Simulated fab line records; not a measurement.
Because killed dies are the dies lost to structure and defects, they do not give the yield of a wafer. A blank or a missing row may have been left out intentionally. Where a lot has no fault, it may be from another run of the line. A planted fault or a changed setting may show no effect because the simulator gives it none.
Matching of chambers    flow n5 finfet    N5_FIN_SAQP_ALD_61 on ald sin-02 has 4 sister chambers
The step deposits SiO2, target thk 4 nm, pulse time 1 s, purge time 2 s. 7 wafers are shown with their chamber, then 8 later ones without.

EACH WAFER AND ITS CHAMBER
wafer   chamber  heater power w (W)  precursor pulse height rel
L077.5  1        519                 1.004
L078.5  1        513                 1.027
L078.6  0        424                 1.002
L084.4  2        473                 0.994
L084.5  2        463                 1.008
L084.6  3        480                 1.022
L088.1  0        433                 0.955

WAFERS WHOSE CHAMBER IS MISSING
wafer   heater power w (W)  precursor pulse height rel
L088.2  455                 0.978
L088.4  468                 1.004
L094.2  511                 1.036
L094.3  468                 0.986
L094.4  469                 1.005
L096.1  518                 1.005
L096.2  455                 1.020
L096.4  466                 0.971

WHICH CHAMBER EACH ONE RAN IN
wafer    from the rows above       in truth
L088.2   2                         2
L088.4   2                         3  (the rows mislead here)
L094.2   1                         1
L094.3   can't be placed: 2 or 3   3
L094.4   can't be placed: 2 or 3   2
L096.1   1                         1
L096.2   can't be placed: 2 or 3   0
L096.4   can't be placed: 2 or 3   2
3 of 8 placed correctly. Cannot be placed on the basis of these rows: 4; the candidates contain the true chamber in 3. Wrongly placed: 1.
How it was worked out, from the rows above alone: a wafer's distance from a chamber is the root of the sum, over the readings, of the square of ((its reading less the chamber's mean) divided by the reading's scatter). If the next closest chamber is less than 2 further off than the closest, the wafer can't be placed; otherwise it belongs to the closest. For every chamber, the mean is computed from those of its wafers that are shown. The scatter is the square root of a quotient: the sum, over the shown wafers, of each reading's squared deviation from its chamber's mean, divided by wafers minus chambers.
